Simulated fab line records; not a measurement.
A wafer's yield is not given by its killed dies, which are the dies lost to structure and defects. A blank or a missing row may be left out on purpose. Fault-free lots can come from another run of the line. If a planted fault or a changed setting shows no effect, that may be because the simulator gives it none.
Matching of chambers -- flow n5-finfet -- N5_DUMMY_GATE_ETCH_37 on rie-diel-01 has 4 sister chambers
The step etches SOC in N2/H2, target depth 60 nm, overetch 30 nm. 8 wafers are shown with their chamber, then 9 later ones without.

EACH WAFER AND ITS CHAMBER
wafer,chamber,showerhead-plenum-p-Torr (Torr),throttle-valve-pct (%)
L829.3,0,2.67,18.01
L830.5,1,2.46,17.49
L832.2,1,2.45,17.49
L832.5,0,2.67,18.04
L833.1,3,2.48,17.57
L834.3,3,2.48,17.59
L834.4,2,2.49,17.59
L834.5,2,2.49,17.57

WAFERS WITHOUT THEIR CHAMBER
wafer,showerhead-plenum-p-Torr (Torr),throttle-valve-pct (%)
L838.2,2.45,17.52
L838.4,2.49,17.60
L838.5,2.45,17.51
L840.1,2.48,17.60
L840.2,2.45,17.53
L840.3,2.66,18.07
L843.3,2.45,17.54
L843.4,2.66,18.06
L843.6,2.47,17.59

THE CHAMBER EACH PASSED THROUGH
wafer,from the rows above,in truth
L838.2,1,1
L838.4,can't be placed: 2 or 3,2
L838.5,1,1
L840.1,can't be placed: 3 or 2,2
L840.2,1,1
L840.3,0,0
L843.3,1,1
L843.4,0,0
L843.6,3,3
7 of 9 placed correctly. Unplaceable from these rows: 2, with the true chamber sitting among the candidates in 2. 0 placed wrongly.
How it was worked out, from the rows above alone: a wafer's distance from a chamber is the root of the sum, over the readings, of the square of ((its reading less the chamber's mean) divided by the reading's scatter). If the next closest chamber is less than 2 further off than the closest, the wafer can't be placed; otherwise it belongs to the closest. The mean given for a chamber averages the wafers shown for that chamber. The scatter: take each reading less its chamber's mean, square it, sum over the shown wafers, divide by the number of wafers less the number of chambers, and take the root.
